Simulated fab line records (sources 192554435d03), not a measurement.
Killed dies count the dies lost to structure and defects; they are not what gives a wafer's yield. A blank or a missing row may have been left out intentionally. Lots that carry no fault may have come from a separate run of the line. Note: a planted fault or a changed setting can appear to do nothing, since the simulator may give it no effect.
Split-lot study + flow n5_finfet + 39 wafers read from 7 lots, route of 1938 steps

THE SPLIT
At N5_DUMMY_GATE_ETCH_37 (etches SOC in N2/H2, target depth 60 nm, overetch 30 nm), the setting source_w was moved away from the recipe's 840 W on 12 of the 39 wafers read, by -17.3% to +18.4%. For the rest of the wafers, this setting stayed at what the recipe calls for.

Reading taken at the split's own step.

THE READING
rf_vpp_V, in V, at N5_DUMMY_GATE_ETCH_37 (etches SOC in N2/H2, target depth 60 nm, overetch 30 nm). Fault-free wafers of this fab line usually give 523.0 V, standard deviation 1.8 V.

| wafer  | tool, chamber at the split | source_w as run, W | against the recipe | rf_vpp_V, V | against lot-mates on the recipe |
|--------|----------------------------|--------------------|--------------------|-------------|---------------------------------|
| L075.1 | rie_diel-03, 0             | 994.3              | +18.4%             | 492.4       | -29.9                           |
| L075.2 | rie_diel-03, 2             | 840                | recipe             | 521.3       | -                               |
| L075.3 | rie_diel-03, 1             | 840                | recipe             | 523.6       | -                               |
| L075.4 | rie_diel-03, 3             | 994.3              | +18.4%             | 494.6       | -27.7                           |
| L075.5 | rie_diel-03, 3             | 994.3              | +18.4%             | 494.4       | -27.9                           |
| L075.6 | rie_diel-03, 2             | 840                | recipe             | 522.0       | -                               |
| L079.1 | rie_diel-02, 1             | 840                | recipe             | 523.9       | -                               |
| L079.2 | rie_diel-02, 0             | 840                | recipe             | 526.9       | -                               |
| L079.3 | rie_diel-02, 2             | 789.9              | -6.0%              | 533.7       | +9.4                            |
| L079.4 | rie_diel-02, 3             | 840                | recipe             | 522.2       | -                               |
| L079.5 | rie_diel-02, 2             | 789.9              | -6.0%              | 533.7       | +9.4                            |
| L079.6 | rie_diel-02, 3             | 789.9              | -6.0%              | 534.8       | +10.5                           |
| L083.1 | rie_diel-03, 0             | 840                | recipe             | 521.4       | -                               |
| L083.3 | rie_diel-03, 1             | 840                | recipe             | 523.7       | -                               |
| L083.4 | rie_diel-03, 2             | 840                | recipe             | 520.8       | -                               |
| L088.1 | rie_diel-02, 2             | 840                | recipe             | 520.9       | -                               |
| L088.2 | rie_diel-02, 3             | 840                | recipe             | 521.7       | -                               |
| L088.3 | rie_diel-02, 0             | 840                | recipe             | 526.4       | -                               |
| L088.4 | rie_diel-02, 2             | 840                | recipe             | 524.3       | -                               |
| L088.5 | rie_diel-02, 3             | 840                | recipe             | 522.6       | -                               |
| L088.6 | rie_diel-02, 0             | 840                | recipe             | 524.0       | -                               |
| L090.1 | rie_diel-06, 3             | 840                | recipe             | 519.4       | -                               |
| L090.2 | rie_diel-06, 0             | 694.5              | -17.3%             | 558.5       | +38.2                           |
| L090.3 | rie_diel-06, 2             | 840                | recipe             | 522.3       | -                               |
| L090.4 | rie_diel-06, 0             | 694.5              | -17.3%             | 561.0       | +40.7                           |
| L090.5 | rie_diel-06, 3             | 840                | recipe             | 519.1       | -                               |
| L090.6 | rie_diel-06, 2             | 694.5              | -17.3%             | 557.2       | +36.9                           |
| L092.1 | rie_diel-06, 3             | 840                | recipe             | 521.8       | -                               |
| L092.2 | rie_diel-06, 1             | 840                | recipe             | 524.2       | -                               |
| L092.3 | rie_diel-06, 0             | 840                | recipe             | 525.8       | -                               |
| L092.4 | rie_diel-06, 2             | 840                | recipe             | 524.0       | -                               |
| L092.5 | rie_diel-06, 2             | 840                | recipe             | 524.0       | -                               |
| L092.6 | rie_diel-06, 1             | 840                | recipe             | 525.1       | -                               |
| L093.1 | rie_diel-06, 3             | 966                | +15.0%             | 497.9       | -27.3                           |
| L093.2 | rie_diel-06, 1             | 966                | +15.0%             | 501.6       | -23.6                           |
| L093.3 | rie_diel-06, 0             | 840                | recipe             | 526.6       | -                               |
| L093.4 | rie_diel-06, 2             | 840                | recipe             | 523.6       | -                               |
| L093.5 | rie_diel-06, 1             | 966                | +15.0%             | 502.6       | -22.6                           |
| L093.6 | rie_diel-06, 0             | 840                | recipe             | 525.4       | -                               |

FIT RESULTS
A straight line over all 39 wafers: rf_vpp_V changes by -1.75 V for each +1% of source_w; r = -0.98; the points scatter about the line by 2.6 V.
The same after taking each lot's own level away (the mean of its wafers on the recipe; 39 wafers): -1.81 V for each +1%; r = -0.98; scatter 2.8 V.
According to that fit, moving source_w by its largest amount changes the reading by 33 V.
The lots' own levels span 520.27 to 525.20 V, that is 2.7 times the standard deviation above.
So the lot-to-lot level changes the slope little: the two slopes agree.
Check: for one of the wafers moved furthest among these (+18.4%), held out of the fit, the line's prediction against its lot-mates is -32.7 V. It came out at -29.9 V against them.
Tool readings at the split's step, against how far the setting was moved: rf_vpp_V r = -0.98.

OTHER SPLITS ON THESE WAFERS
Note: prior to the reading, these wafers also went through further splits. Each is held against what the fit with the lots' levels taken away leaves over:
| other split on the same wafers        | wafers away from the commonest value | r with rf_vpp_V (lot level and that fit taken away) |
|---------------------------------------|--------------------------------------|-----------------------------------------------------|
| N5_FIN_CUT_CUT_ETCH_26 target_depth_a | 15                                   | -0.09                                               |
| N5_FIN_CUT_CUT_ETCH_15 time_s         | 9                                    | +0.13                                               |

THE FILE'S OWN FIT
rf_vpp_V changes by -1.8 V for each +1% of source_w, r = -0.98.
